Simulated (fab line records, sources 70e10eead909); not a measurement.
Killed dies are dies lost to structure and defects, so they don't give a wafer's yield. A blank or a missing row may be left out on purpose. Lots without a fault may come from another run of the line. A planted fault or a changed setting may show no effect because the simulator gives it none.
fab line records | flow nand_harc
record lots=14 wafers=42 last_day=33
route steps=1302 shown A_WL_FILL@968 THIN_TSV@1276 END@1302
lots that met no fault: from a run of the same line without faults
start_h: hours from the record's first day to the start of the lot's first wafer shown | wait_h: hours since the lot's step before | " the same as in the row above | L1.1+2: a row that stands for several wafers | - no value, or no start given | * or withheld: withheld | < > ~ a bound
route shown NAME@n: a module of which the file shows steps, and the number in the route of the first | usual: mean/standard deviation of fault-free wafers | same: alike in all rows | chamber/n: place in a boat | sites: the reading at each site | _std_site: their standard deviation | _edge_site: outer sites' mean less inner sites' | radius_mm: how far each site lies from the wafer's centre | mask NAME#n: copy n | behind: the tool/chamber that last shaped the wafer | hold: why the lot was held/for how many hours/how that ended | device: the transistor (n, p or np) that didn't switch | end of line: the same wafers' tests at the end of the route | a step without rows: its recipe alone | killed: dies lost to structure and defects at the first sort, not the wafer's yield | map: a wafer's dies, x killed, . not, _ none there
set.NAME: the setting as run; set.NAME@STEP: as run at that earlier step | model.NAME: the simulator's own value behind a step, which no gauge read
steps of the route over a sample of lots; a table a step, a row a wafer
services: from which hour (start_h, from the record's first day; less than 0 if before it) a tool's chamber was out of use, for how many hours, and why
## steps
# step NHARC_A_WL_FILL_ETCHBACK_17
# recipe target_depth_a=40 time_s=26.7 chemistry=Cl2/BCl3
# usual drypump_motor_current_A=6.0/0.36 oes_product_au=1.003/0.0098
# columns lot.wafer tool chamber start_h wait_h drypump_motor_current_A oes_product_au rf_hours_counter_h
L294.1 rie_metal-01 1 510.33 - 6.1 1.020 2.2
L294.3 " 0 " " 6.6 1.012 -
L294.5 " 1 " " 6.1 1.018 -
L297.1 rie_metal-02 1 515.45 - 5.6 0.999 1.0
L297.4 " 0 " " 5.9 0.999 -
L297.6 " 0 " " 5.9 1.003 -
L295.1 rie_metal-01 1 518.69 - 6.1 0.997 2.5
L295.4 " 1 " " 6.1 1.004 -
L295.3 " 0 " " 6.6 1.018 -
L299.2 rie_metal-01 1 529.47 - 6.1 1.000 2.5
L299.3 " 0 " " 6.6 1.002 -
L299.6 " 1 " " 6.1 1.006 -
L298.2 rie_metal-01 0 539.17 - 6.6 1.010 2.2
L298.4 " 1 " " 6.1 1.008 -
L298.6 " 0 " " 6.6 0.996 -
L302.2 rie_metal-01 1 563.42 - 6.1 1.004 2.9
L302.1 " 0 " " 6.6 0.996 2.5
L302.6 " 1 " " 6.1 1.015 -
L301.2 rie_metal-03 0 564.09 - 5.7 0.994 0.7
L301.4 " 1 " " 6.0 0.995 -
L301.3 " 0 " " 5.7 1.000 -
L300.2 rie_metal-02 1 564.29 - 5.6 1.008 1.9
L300.5 " 1 " " 5.6 1.003 -
L300.6 " 0 " " 5.9 1.004 -
L303.1 rie_metal-01 0 595.99 - 6.6 0.994 0.5
L303.3 " 0 " " 6.6 0.996 -
L303.6 " 1 " " 6.1 1.014 -
L305.2 rie_metal-02 0 609.07 - 5.9 1.007 2.5
L305.4 " 0 " " 5.9 1.002 -
L305.5 " 0 " " 5.9 1.003 -
L306.2 rie_metal-01 0 613.86 - 6.6 1.009 1.0
L306.3 " 1 " " 6.1 1.008 -
L306.5 " 1 " " 6.1 1.014 -
L307.2 rie_metal-02 0 619.13 - 5.9 1.000 2.5
L307.4 " 0 " " 5.9 1.002 -
L307.3 " 1 " " 5.6 1.001 -
L313.2 rie_metal-01 1 677.70 - 6.1 1.018 2.1
L313.1 " 0 " " 6.6 1.003 2.1
L313.3 " 0 " " 6.6 0.991 -
L315.1 rie_metal-02 1 703.51 - 5.6 0.985 1.0
L315.3 " 0 " " 5.9 0.991 -
L315.5 " 1 " " 5.6 1.003 -
# step NHARC_THIN_TSV_CMP_21
# recipe t_overpolish_s=30 target_thk_nm=2000
# usual motor_current_A=12.0/1.5 overpolish_run_s=30.001/0.0084
# columns lot.wafer tool chamber start_h wait_h motor_current_A overpolish_run_s
L297.4 cmp-03 2 585.96 - 13.1 29.996
L297.1 " 0 " " 12.1 30.002
L297.6 " 1 " " 11.2 30.005
L294.3 cmp-04 1 587.53 - 11.4 29.997
L294.1 " 2 " " 14.0 29.995
L294.5 " 1 " " 11.1 29.992
L295.3 cmp-03 3 594.20 - 11.3 30.006
L295.4 " 0 " " 11.9 29.998
L295.1 " 2 " " 13.3 30.002
L299.2 cmp-01 0 604.59 - 12.0 29.996
L299.3 " 1 " " 11.7 30.001
L299.6 " 3 " " 15.9 30.007
L298.4 cmp-04 1 610.82 - 11.0 29.987
L298.2 " 2 " " 14.4 29.999
L298.6 " 2 " " 14.5 29.996
L300.2 cmp-04 3 634.63 - 10.5 30.007
L300.5 " 3 " " 10.4 29.999
L300.6 " 0 " " 11.0 30.000
L302.1 cmp-03 3 635.95 - 11.2 30.012
L302.2 " 0 " " 12.1 30.003
L302.6 " 0 " " 11.9 29.988
L301.2 cmp-03 2 637.09 - 13.2 29.984
L301.4 " 3 " " 11.0 30.005
L301.3 " 0 " " 11.6 29.987
L303.1 cmp-03 0 671.78 - 11.2 30.002
L303.3 " 1 " " 11.3 30.000
L303.6 " 0 " " 11.3 30.002
L305.4 cmp-01 1 685.97 - 12.8 29.998
L305.2 " 2 " " 10.3 30.008
L305.5 " 3 " " 15.5 30.004
L306.2 cmp-03 1 694.14 - 11.7 30.001
L306.3 " 2 " " 13.5 30.007
L306.5 " 0 " " 12.1 30.000
L307.2 cmp-01 1 694.91 - 13.1 29.996
L307.3 " 2 " " 10.9 29.996
L307.4 " 3 " " 16.1 30.005
L313.1 cmp-04 3 751.91 - 10.7 30.009
L313.3 " 1 " " 11.4 29.989
L313.2 " 2 " " 13.5 29.992
L315.1 cmp-04 0 778.48 - 11.4 30.001
L315.3 " 1 " " 11.2 30.005
L315.5 " 0 " " 11.1 30.000
# step NHARC_THIN_TSV_DEGAS_53
# recipe temp_c=300 time_s=60
# usual heater_power_w=468/38
# columns lot.wafer tool chamber start_h wait_h heater_power_w
L297.1 pvd_sputter-03 - 586.41 0.1 494
L297.4 " - " " 458
L297.6 " - " " 465
L294.3 pvd_sputter-02 - 587.99 0.1 472
L294.1 " - " " 496
L294.5 " - " " 429
L295.3 pvd_sputter-03 - 594.65 0.1 490
L295.1 " - " " 532
L295.4 " - " " 450
L299.3 pvd_sputter-01 - 605.01 0.1 461
L299.2 " - " " 429
L299.6 " - " " 477
L298.2 pvd_sputter-02 - 611.34 0.1 457
L298.4 " - " " 515
L298.6 " - " " 412
L300.2 pvd_sputter-01 - 635.11 0.1 459
L300.5 " - " " 429
L300.6 " - " " 538
L302.2 pvd_sputter-02 - 636.45 0.1 420
L302.1 " - " " 427
L302.6 " - " " 506
L301.4 pvd_sputter-01 - 637.55 0.1 430
L301.2 " - " " 530
L301.3 " - " " 472
L303.3 pvd_sputter-01 - 672.23 0.1 446
L303.1 " - " " 534
L303.6 " - " " 456
L305.2 pvd_sputter-02 - 686.36 0.1 441
L305.4 " - " " 529
L305.5 " - " " 436
L306.2 pvd_sputter-03 - 694.54 0.1 520
L306.3 " - " " 466
L306.5 " - " " 456
L307.2 pvd_sputter-01 - 695.38 0.1 458
L307.3 " - " " 454
L307.4 " - " " 427
L313.2 pvd_sputter-01 - 752.36 0.1 460
L313.3 " - " " 437
L313.1 " - " " 534
L315.1 pvd_sputter-02 - 778.95 0.1 435
L315.3 " - " " 448
L315.5 " - " " 431
# step NHARC_THIN_TSV_CD_MEAS_33
# recipe target_cd_nm=5000 landing_energy_ev=500
# usual cd_nm=4999.5/1.5
# columns lot.wafer tool chamber start_h wait_h cd_nm
L297.1 cd_sem-01 0 587.57 - 4998.8
L297.4 " 0 " " 5000.0
L297.6 " 0 " " 5001.1
L294.1 cd_sem-01 0 589.12 - 4998.8
L294.3 " 0 " " 4998.4
L294.5 " 0 " " 4999.0
L295.1 cd_sem-01 0 595.66 - 4998.2
L295.3 " 0 " " 4997.2
L295.4 " 0 " " 4999.1
L299.2 cd_sem-02 0 606.13 - 4999.8
L299.3 " 0 " " 5002.2
L299.6 " 0 " " 5000.6
L298.2 cd_sem-01 0 612.48 - 4998.6
L298.4 " 0 " " 4999.6
L298.6 " 0 " " 4998.4
L300.2 cd_sem-01 0 636.24 - 5001.8
L300.5 " 0 " " 4999.2
L300.6 " 0 " " 5000.2
L302.1 cd_sem-02 0 637.56 - 4999.9
L302.2 " 0 " " 5000.1
L302.6 " 0 " " 5000.9
L301.2 cd_sem-01 0 638.69 - 4996.8
L301.3 " 0 " " 4998.3
L301.4 " 0 " " 4997.0
L303.1 cd_sem-03 0 673.36 - 4999.7
L303.3 " 0 " " 4999.1
L303.6 " 0 " " 4997.3
L305.2 cd_sem-03 0 687.38 - 4999.1
L305.4 " 0 " " 4999.1
L305.5 " 0 " " 4999.4
L306.2 cd_sem-02 0 695.56 - 4999.1
L306.3 " 0 " " 4999.3
L306.5 " 0 " " 5001.0
L307.2 cd_sem-02 0 696.51 - 4997.6
L307.3 " 0 " " 4999.6
L307.4 " 0 " " 4997.8
L313.1 cd_sem-02 0 753.38 - 4999.5
L313.2 " 0 " " 4997.8
L313.3 " 0 " " 5000.4
L315.1 cd_sem-01 0 780.08 - 5000.0
L315.3 " 0 " " 4998.7
L315.5 " 0 " " 5000.1
# step NHARC_END_SORT_01
# recipe temp_c=25
# usual killed_at_array=55/19 killed_at_other=0.6/0.99 killed_at_periphery=4.2/2.6 killed_dies=60/18 killed_open=3.4/1.7 killed_short=2.3/1.5
# same gross_dies=677
# columns lot.wafer tool chamber start_h wait_h killed_at_array killed_at_other killed_at_periphery killed_dies killed_open killed_short
L305.2 prober-01 0 697.31 2.8 147 0 0 147 1 3
L305.4 prober-01 0 698.91 3.4 147 0 2 149 3 3
L305.5 prober-01 0 699.71 3.7 138 0 3 141 4 0
L307.2 prober-01 0 705.42 2.8 128 1 2 131 3 1
L307.3 prober-01 0 706.22 3.1 82 0 1 83 0 1
L307.4 prober-01 0 707.02 3.4 121 0 5 126 3 3
# killed by level:class
L305.2 A_WL_FILL:unspecified=90 A_CHANNEL_HOLE_D1:chamber_film_flake=23 A_CHANNEL_HOLE_D2:chamber_film_flake=16 A_CONTACT:chamber_film_flake=5 A_SLIT:chamber_film_flake=3 A_WL_FILL:geometric_particle:short=2 A_WL_FILL:chamber_film_flake=2 A_M0:chamber_film_flake=2
L305.4 A_WL_FILL:unspecified=81 A_CHANNEL_HOLE_D1:chamber_film_flake=33 A_CHANNEL_HOLE_D2:chamber_film_flake=16 A_M0:chamber_film_flake=5 A_CHANNEL_FILL_D2:chamber_film_flake=3 A_WL_FILL:chamber_film_flake=2 P_CONTACT:geometric_particle:short=1 P_CONTACT:geometric_particle:open=1
L305.5 A_WL_FILL:unspecified=80 A_CHANNEL_HOLE_D1:chamber_film_flake=23 A_CHANNEL_HOLE_D2:chamber_film_flake=17 A_M0:chamber_film_flake=4 A_WL_FILL:chamber_film_flake=3 A_CHANNEL_FILL_D1:chamber_film_flake=2 A_SLIT:chamber_film_flake=2 A_CONTACT:chamber_film_flake=2
L307.2 A_WL_FILL:unspecified=83 A_CHANNEL_HOLE_D2:chamber_film_flake=22 A_CHANNEL_HOLE_D1:chamber_film_flake=12 A_SLIT:chamber_film_flake=4 A_CHANNEL_FILL_D2:geometric_particle:open=2 A_BONDPAD:chamber_film_flake=2 P_M0:geometric_particle:open=1 A_DECK1_JOINT:geometric_particle:short=1
L307.3 A_WL_FILL:unspecified=47 A_CHANNEL_HOLE_D2:chamber_film_flake=19 A_CHANNEL_HOLE_D1:chamber_film_flake=11 A_SLIT:chamber_film_flake=3 A_WL_FILL:geometric_particle:short=1 P_GATE:chamber_film_flake=1 A_BONDPAD:chamber_film_flake=1
L307.4 A_WL_FILL:unspecified=74 A_CHANNEL_HOLE_D2:chamber_film_flake=24 A_CHANNEL_HOLE_D1:chamber_film_flake=12 A_SLIT:chamber_film_flake=5 P_M0:geometric_particle:open=2 P_M0:geometric_particle:short=1 A_DECK1_JOINT:geometric_particle:short=1 A_BLC:geometric_particle:open=1
## services
# columns tool chamber start_h hours kind
rie_metal-02 1 488.97 1.2 repair
cmp-04 - 494.39 1.0 repair
cmp-04 - 503.14 4.0 pm
rie_metal-02 - 530.85 1.0 repair
pvd_sputter-01 - 537.01 4.0 repair
cmp-04 - 541.55 3.7 repair
cmp-03 - 554.08 4.0 pm
cmp-04 - 561.49 0.8 repair
cmp-04 - 563.85 8.7 repair
rie_metal-01 - 575.00 9.0 pm
pvd_sputter-01 - 583.23 10.0 pm
cmp-04 - 601.14 4.0 pm
pvd_sputter-02 - 617.40 8.5 repair
rie_metal-02 - 631.00 9.0 pm
pvd_sputter-02 - 638.80 10.0 pm
cmp-04 - 642.02 1.8 repair
cmp-04 - 647.95 1.9 repair
cmp-03 - 652.08 4.0 pm
cmp-04 - 699.14 4.0 pm
pvd_sputter-01 - 705.94 2.8 repair
pvd_sputter-02 - 721.15 8.4 repair
cmp-03 - 750.08 4.0 pm
rie_metal-01 - 752.00 9.0 pm
pvd_sputter-01 - 761.23 10.0 pm
## key
first_sign step=NHARC_END_SORT_01 reading=killed_at_array direction=up sigmas=3.8 usual=55 struck=127
effect step=NHARC_END_SORT_01 reading=killed_dies direction=up sigmas=3.8 usual=60 struck=130
more_kills_born_at NHARC_A_WL_FILL_ETCHBACK_17@rie_metal-02=455
met_at NHARC_A_WL_FILL_ETCHBACK_17
struck_lots L305,L307
tester_left_out L305,L307
not_acting_at NHARC_THIN_TSV_CMP_21,NHARC_THIN_TSV_DEGAS_53,NHARC_THIN_TSV_CD_MEAS_33
onset_between 564.29 609.07
fault kind=chamber_particle_source tool=rie_metal-02 chamber=- onset_h=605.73 steps=NHARC_A_WL_FILL_ETCHBACK_17 rate_per_visit_cm2=0.99341 end_h=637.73
# tester_left_out: of these lots the tester's yield and bins aren't shown, on N5 and GAA mostly nor the transistor test; their killed dies are dies lost to structure and defects alone, not to doping, threshold or leakage, so they don't give the yield
